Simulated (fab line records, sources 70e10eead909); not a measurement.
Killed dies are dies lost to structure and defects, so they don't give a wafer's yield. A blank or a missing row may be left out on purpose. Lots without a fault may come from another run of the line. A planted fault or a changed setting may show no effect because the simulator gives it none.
fab line records | flow nand_harc
record lots=4 wafers=12 last_day=32
route steps=1302 shown A_CHANNEL_HOLE_D2@570
lots that met no fault: from a run of the same line without faults
start_h: hours from the record's first day to the start of the lot's first wafer shown | wait_h: hours since the lot's step before | " the same as in the row above | L1.1+2: a row that stands for several wafers | - no value, or no start given | * or withheld: withheld | < > ~ a bound
route shown NAME@n: a module of which the file shows steps, and the number in the route of the first | usual: mean/standard deviation of fault-free wafers | same: alike in all rows | chamber/n: place in a boat | sites: the reading at each site | _std_site: their standard deviation | _edge_site: outer sites' mean less inner sites' | radius_mm: how far each site lies from the wafer's centre | mask NAME#n: copy n | behind: the tool/chamber that last shaped the wafer | hold: why the lot was held/for how many hours/how that ended | device: the transistor (n, p or np) that didn't switch | end of line: the same wafers' tests at the end of the route | a step without rows: its recipe alone | killed: dies lost to structure and defects at the first sort, not the wafer's yield | map: a wafer's dies, x killed, . not, _ none there
set.NAME: the setting as run; set.NAME@STEP: as run at that earlier step | model.NAME: the simulator's own value behind a step, which no gauge read
lots at some steps of the route; a table a step, a row a wafer
services: from which hour (start_h, from the record's first day; less than 0 if before it) a tool's chamber was out of use, for how many hours, and why
## steps
# step NHARC_A_CHANNEL_HOLE_D2_DEP_00
# recipe target_thk_a=31000 temp_c=400 material=aC
# step NHARC_A_CHANNEL_HOLE_D2_DEP_01
# recipe target_thk_a=1400 target_thk_nm=140 temp_c=400 pressure_torr=3.5 flow_sccm=200 rf_w=350 material=SiON
# step NHARC_A_CHANNEL_HOLE_D2_DEHYDRATE_02
# recipe temp_c=150 time_s=120
# step NHARC_A_CHANNEL_HOLE_D2_HMDS_03
# recipe time_s=30
# step NHARC_A_CHANNEL_HOLE_D2_COAT_36
# recipe temp_c=260 time_s=75
# step NHARC_A_CHANNEL_HOLE_D2_COAT_37
# recipe temp_c=225 time_s=65
# step NHARC_A_CHANNEL_HOLE_D2_COAT_04
# recipe spin_rpm=1500 resist_thk_nm=90
# step NHARC_A_CHANNEL_HOLE_D2_SOFTBAKE_05
# recipe temp_c=105 time_s=55
# step NHARC_A_CHANNEL_HOLE_D2_EBR_06
# step NHARC_A_CHANNEL_HOLE_D2_EXPOSE_07
# recipe na=1.35 target_cd_nm=100 sigma_outer=0.3 dose_mj=59.65 mask_id=HOLE_D2
# step NHARC_A_CHANNEL_HOLE_D2_PEB_08
# recipe peb_temp_c=100 peb_time_s=65
# usual heater_power_total_W=156.7/0.39 plate_temp_C=100.01/0.12
# columns lot.wafer tool chamber start_h wait_h heater_power_total_W plate_temp_C
L737.3 litho_track-06 0 313.79 0.0 156.4 99.89
L737.4 " 0 " " 155.9 99.88
L737.5 " 0 " " 156.5 99.93
L744.3 litho_track-06 0 379.99 0.0 159.6 101.52
L744.4 " 0 " " 160.2 101.78
L744.5 " 0 " " 159.9 101.50
L747.2 litho_track-06 0 407.27 0.1 160.1 101.59
L747.4 " 0 " " 159.7 101.64
L747.6 " 0 " " 159.7 101.46
L756.2 litho_track-01 0 499.78 0.1 157.1 100.36
L756.3 " 0 " " 157.1 100.27
L756.4 " 0 " " 156.7 100.14
# step NHARC_A_CHANNEL_HOLE_D2_DEVELOP_09
# recipe develop_time_s=35 dev_temp_c=23
# step NHARC_A_CHANNEL_HOLE_D2_CD_MEAS_10
# recipe target_cd_nm=100 landing_energy_ev=500
# usual cd_nm=100.0/0.57
# columns lot.wafer tool chamber start_h wait_h cd_nm
L737.3 cd_sem-01 0 313.87 - 100.1
L737.4 " 0 " " 101.0
L737.5 " 0 " " 100.0
L744.3 cd_sem-01 0 380.07 - 103.4
L744.4 " 0 " " 104.6
L744.5 " 0 " " 103.4
L747.2 cd_sem-01 0 407.35 - 105.0
L747.4 " 0 " " 105.4
L747.6 " 0 " " 104.6
L756.2 cd_sem-03 0 499.86 - 99.8
L756.3 " 0 " " 99.8
L756.4 " 0 " " 100.7
# step NHARC_A_CHANNEL_HOLE_D2_DESCUM_15
# recipe time_s=3 o2_flow_sccm=200 ar_flow_sccm=0 bias_power_w=0 chemistry=O2
# usual drypump_motor_current_A=5.8/0.38 oes_product_au=1.003/0.0092 rf_vpp_V=57.9/0.82 showerhead_plenum_p_Torr=1.95/0.074 throttle_valve_pct=11.312/0.0094
# columns lot.wafer tool chamber start_h wait_h drypump_motor_current_A oes_product_au rf_hours_counter_h rf_vpp_V showerhead_plenum_p_Torr throttle_valve_pct model.A_CHANNEL_HOLE_D2.cd_nm
L737.3 rie_diel-11 0 314.05 0.1 5.7 0.984 1.9 57.4 1.84 11.308 99.91
L737.4 " 3 " " 6.4 1.003 0.4 58.9 1.88 11.320 100.2
L737.5 " 0 " " 5.7 1.011 - 57.8 1.84 11.319 99.99
L744.4 rie_diel-03 0 380.27 0.1 5.0 1.008 3.4 57.4 2.05 11.312 104.2
L744.3 " 1 " " 5.8 0.993 4.7 58.1 2.03 11.314 103.1
L744.5 " 3 " " 6.0 0.993 - 58.4 2.00 11.304 103.4
L747.2 rie_diel-02 3 407.54 0.1 6.1 1.017 0.0 58.3 1.94 11.319 106.1
L747.4 " 0 " " 6.0 1.018 0.0 58.0 2.01 11.299 105.5
L747.6 " 0 " " 6.0 1.013 - 57.7 2.01 11.306 104
L756.3 rie_diel-02 1 500.04 0.1 6.1 0.993 5.6 58.1 1.92 11.327 98.62
L756.4 " 2 " " 6.1 1.000 5.8 59.0 2.00 11.296 100.2
L756.2 " 0 " " 6.0 1.010 5.8 58.0 2.01 11.317 99.13
# step NHARC_A_CHANNEL_HOLE_D2_ETCH_38
# recipe target_depth_a=390 over_etch_frac=0.3 time_s=65 ion_energy_ev=80 cf4_flow_sccm=150 ar_flow_sccm=0 rf_w=300 bias_w=100 chemistry=CF4
# step NHARC_A_CHANNEL_HOLE_D2_ETCH_39
# recipe target_depth_a=2600 over_etch_frac=0.3 time_s=325 ion_energy_ev=200 n2_flow_sccm=150 h2_flow_sccm=150 ar_flow_sccm=0 rf_w=400 bias_w=150 chemistry=N2/H2
# step NHARC_A_CHANNEL_HOLE_D2_ETCH_34
# recipe target_depth_a=1540 time_s=77 cf4_flow_sccm=100 chf3_flow_sccm=30 ar_flow_sccm=0 rf_w=500 bias_w=200 chemistry=CF4/CHF3
# step NHARC_A_CHANNEL_HOLE_D2_ETCH_16
# recipe target_depth_a=31000 over_etch_frac=0.3 time_s=806 ion_energy_ev=150 o2_flow_sccm=400 cos_flow_sccm=20 ar_flow_sccm=0 rf_w=500 bias_w=300 chemistry=O2/COS
# step NHARC_A_CHANNEL_HOLE_D2_ETCH_19
# recipe bias_v=1200 source_w=2500 pressure_mtorr=15 time_s=34.5 ar_flow_sccm=375 c4f8_flow_sccm=28.8 o2_flow_sccm=96.2 temp_c=-20 target_depth_a=* chemistry=C4F8/O2/Ar
# step NHARC_A_CHANNEL_HOLE_D2_ETCH_20
# recipe bias_v=3000 source_w=withheld pressure_mtorr=20 time_s=361.9 ar_flow_sccm=375 c4f8_flow_sccm=89.3 o2_flow_sccm=35.7 temp_c=-20 target_depth_a=16000 chemistry=C4F8/O2/Ar
# step NHARC_A_CHANNEL_HOLE_D2_ETCH_21
# recipe bias_v=3000 source_w=withheld pressure_mtorr=20 time_s=514.3 ar_flow_sccm=375 c4f8_flow_sccm=89.3 o2_flow_sccm=35.7 temp_c=-20 target_depth_a=16000 chemistry=C4F8/O2/Ar
# step NHARC_A_CHANNEL_HOLE_D2_ETCH_22
# recipe bias_v=3000 source_w=withheld pressure_mtorr=20 time_s=666.7 ar_flow_sccm=375 c4f8_flow_sccm=89.3 o2_flow_sccm=35.7 temp_c=-20 target_depth_a=16000 chemistry=C4F8/O2/Ar
# step NHARC_A_CHANNEL_HOLE_D2_ETCH_23
# recipe bias_v=5000 source_w=withheld pressure_mtorr=20 time_s=819 ar_flow_sccm=375 c4f8_flow_sccm=89.3 o2_flow_sccm=35.7 temp_c=-20 target_depth_a=16000 chemistry=C4F8/O2/Ar
# step NHARC_A_CHANNEL_HOLE_D2_ETCH_24
# recipe bias_v=5000 source_w=withheld pressure_mtorr=20 time_s=906.2 ar_flow_sccm=375 c4f8_flow_sccm=93.8 o2_flow_sccm=31.2 temp_c=-20 target_depth_a=15000 chemistry=C4F8/O2/Ar
# step NHARC_A_CHANNEL_HOLE_D2_ETCH_25
# recipe bias_v=5000 source_w=withheld pressure_mtorr=20 time_s=1040.2 ar_flow_sccm=375 c4f8_flow_sccm=93.8 o2_flow_sccm=31.2 temp_c=-20 target_depth_a=15000 chemistry=C4F8/O2/Ar
# step NHARC_A_CHANNEL_HOLE_D2_ETCH_26
# recipe bias_v=300 source_w=2000 pressure_mtorr=30 time_s=224.1 ar_flow_sccm=375 c4f8_flow_sccm=11.4 o2_flow_sccm=113.6 temp_c=-20 target_depth_a=3000 chemistry=C4F8/O2/Ar
# step NHARC_A_CHANNEL_HOLE_D2_ETCH_27
# recipe bias_v=400 source_w=2000 pressure_mtorr=25 time_s=90 ar_flow_sccm=375 c4f8_flow_sccm=41.7 o2_flow_sccm=83.3 temp_c=-20 target_depth_a=4000 chemistry=C4F8/O2/Ar
# step NHARC_A_CHANNEL_HOLE_D2_STRIP_41
# recipe n2_flow_sccm=150 h2_flow_sccm=150 ar_flow_sccm=0 bias_w=0 chemistry=N2/H2
# step NHARC_A_CHANNEL_HOLE_D2_STRIP_42
# recipe cf4_flow_sccm=100 chf3_flow_sccm=30 ar_flow_sccm=0 bias_w=0 chemistry=CF4/CHF3
# step NHARC_A_CHANNEL_HOLE_D2_STRIP_43
# recipe o2_flow_sccm=400 cos_flow_sccm=20 ar_flow_sccm=0 bias_w=0 chemistry=O2/COS
# step NHARC_A_CHANNEL_HOLE_D2_ETCH_44
# recipe target_depth_a=1400 overetch_a=140 time_s=77 ion_energy_ev=100 cf4_flow_sccm=80 o2_flow_sccm=20 ar_flow_sccm=0 rf_w=300 bias_w=100 chemistry=CF4/O2
# usual drypump_motor_current_A=5.8/0.42 oes_product_au=1.001/0.0091 rf_vpp_V=198.5/1.3 showerhead_plenum_p_Torr=1.37/0.048 throttle_valve_pct=13.398/0.0086
# columns lot.wafer tool chamber start_h wait_h drypump_motor_current_A oes_product_au rf_hours_counter_h rf_vpp_V showerhead_plenum_p_Torr throttle_valve_pct model.A_CHANNEL_HOLE_D2.cd_nm
L737.3 rie_diel-02 3 322.22 0.1 6.1 1.011 7 199.0 1.35 13.410 88.89
L737.4 " 3 " " 6.1 1.020 - 198.3 1.35 13.389 91.37
L737.5 " 1 " " 6.1 1.009 - 199.7 1.34 13.403 89.36
L744.4 rie_diel-02 2 386.13 0.1 6.1 1.008 11 197.9 1.39 13.402 93.31
L744.3 " 0 " " 6.0 0.996 11 198.6 1.40 13.392 93.61
L744.5 " 3 " " 6.1 1.015 - 198.6 1.35 13.388 93.23
L747.2 rie_diel-03 2 413.51 0.0 5.4 0.991 6 196.8 1.26 13.410 94.89
L747.4 " 1 " " 5.8 0.997 6 198.6 1.41 13.391 95.49
L747.6 " 2 " " 5.4 0.985 - 195.2 1.26 13.396 94.23
L756.4 rie_diel-03 1 513.40 0.0 5.8 0.998 1 198.2 1.41 13.397 91.85
L756.2 " 3 " " 6.0 0.999 1 198.9 1.39 13.408 90.38
L756.3 " 0 " " 5.0 1.004 2 199.7 1.42 13.414 88.87
# step NHARC_A_CHANNEL_HOLE_D2_STRIP_28
# recipe o2_flow_sccm=500 ar_flow_sccm=0 bias_w=0 chemistry=O2
# step NHARC_A_CHANNEL_HOLE_D2_PRECLEAN_29
# recipe time_s=* temp_c=50 bath_age_min=0 chemistry=SC1
# step NHARC_A_CHANNEL_HOLE_D2_SRD_30
# step NHARC_A_CHANNEL_HOLE_D2_CD_MEAS_31
# usual cd_nm=90.0/1.3
# columns lot.wafer tool chamber start_h wait_h cd_nm
L737.3 cd_sem-03 - 323.15 - 89.3
L737.4 " - " " 91.3
L737.5 " - " " 89.8
L744.3 cd_sem-02 - 386.94 - 93.4
L744.4 " - " " 92.9
L744.5 " - " " 92.8
L747.2 cd_sem-01 - 414.31 - 95.3
L747.4 " - " " 95.6
L747.6 " - " " 94.1
L756.2 cd_sem-03 - 514.23 0.1 90.4
L756.3 " - " " 88.9
L756.4 " - " " 93.0
# step NHARC_A_CHANNEL_HOLE_D2_XSEM_32
# recipe landing_energy_ev=35000
# usual bot_cd_nm=74.4/1.5 bow_nm=8.59/0.21 tilt_deg=0.08/0.036
# columns lot.wafer tool chamber start_h wait_h bot_cd_nm bow_nm tilt_deg
L737.3 xsem-01 0 323.23 0.1 73.8 8.57 0.10
L737.4 " 0 " " 76.0 8.63 0.10
L737.5 " 0 " " 75.0 8.60 0.10
L744.3 xsem-02 0 387.03 0.1 78.3 8.36 0.05
L744.4 " 0 " " 77.5 8.41 0.05
L744.5 " 0 " " 77.1 8.45 0.05
L747.2 xsem-01 0 414.40 0.1 81.4 8.43 0.11
L747.4 " 0 " " 80.6 8.49 0.11
L747.6 " 0 " " 79.6 8.44 0.11
L756.2 xsem-02 0 514.33 0.1 74.9 8.74 0.17
L756.3 " 0 " " 74.1 8.69 0.17
L756.4 " 0 " " 78.0 8.62 0.17
## services
# columns tool chamber start_h hours kind
rie_diel-02 0 299.39 - clean
rie_diel-02 1 299.39 - clean
rie_diel-02 2 299.39 - clean
rie_diel-02 2 301.24 22.0 repair
rie_diel-11 - 311.40 2.0 repair
litho_track-01 - 330.00 7.0 pm
rie_diel-11 2 338.90 6.1 repair
rie_diel-03 0 339.03 10.0 repair
rie_diel-02 1 345.40 4.9 repair
litho_track-06 - 354.00 7.0 pm
rie_diel-11 3 354.01 3.1 repair
rie_diel-11 - 354.12 1.2 repair
rie_diel-11 0 365.40 33.4 repair
rie_diel-02 3 370.56 2.7 repair
xsem-01 - 374.00 14.0 pm
rie_diel-03 1 384.40 1.3 repair
rie_diel-02 - 393.70 9.0 pm
rie_diel-11 - 426.39 0.8 repair
rie_diel-11 - 432.50 9.0 pm
rie_diel-03 1 454.62 8.2 repair
rie_diel-03 - 458.30 9.0 pm
rie_diel-02 3 460.90 2.2 repair
rie_diel-02 3 476.12 15.2 repair
litho_track-01 - 505.00 7.0 pm
## key
first_sign step=NHARC_A_CHANNEL_HOLE_D2_PEB_08 reading=plate_temp_C direction=up sigmas=13 usual=* struck=*
effect step=NHARC_A_CHANNEL_HOLE_D2_PEB_08 reading=heater_power_total_W direction=up sigmas=8.1 usual=* struck=*
effect step=NHARC_A_CHANNEL_HOLE_D2_CD_MEAS_10 reading=cd_nm direction=up sigmas=7.7 usual=100.0 struck=104.4
effect step=NHARC_A_CHANNEL_HOLE_D2_CD_MEAS_31 reading=cd_nm direction=up sigmas=3.1 usual=90.0 struck=94.0
effect step=NHARC_A_CHANNEL_HOLE_D2_XSEM_32 reading=bot_cd_nm direction=up sigmas=3.2 usual=74.4 struck=79.1
model_effect step=NHARC_A_CHANNEL_HOLE_D2_DESCUM_15 value=A_CHANNEL_HOLE_D2.cd_nm without=100.2 struck=104.4
model_effect step=NHARC_A_CHANNEL_HOLE_D2_ETCH_44 value=A_CHANNEL_HOLE_D2.cd_nm without=89.95 struck=94.13
met_at NHARC_A_CHANNEL_HOLE_D2_PEB_08
struck_wafers L744.3,L744.4,L744.5,L747.2,L747.4,L747.6
tester_left_out L744,L747
onset_between 313.79 379.99
fault kind=process_parameter_drift tool=litho_track-06 chamber=- onset_h=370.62 steps=NHARC_A_CHANNEL_HOLE_D2_PEB_08 channel=peb_temp_c offset=* shape=step end_h=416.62 acts_in=* stated=*
# tester_left_out: of these lots the tester's yield and bins aren't shown, on N5 and GAA mostly nor the transistor test; their killed dies are dies lost to structure and defects alone, not to doping, threshold or leakage, so they don't give the yield
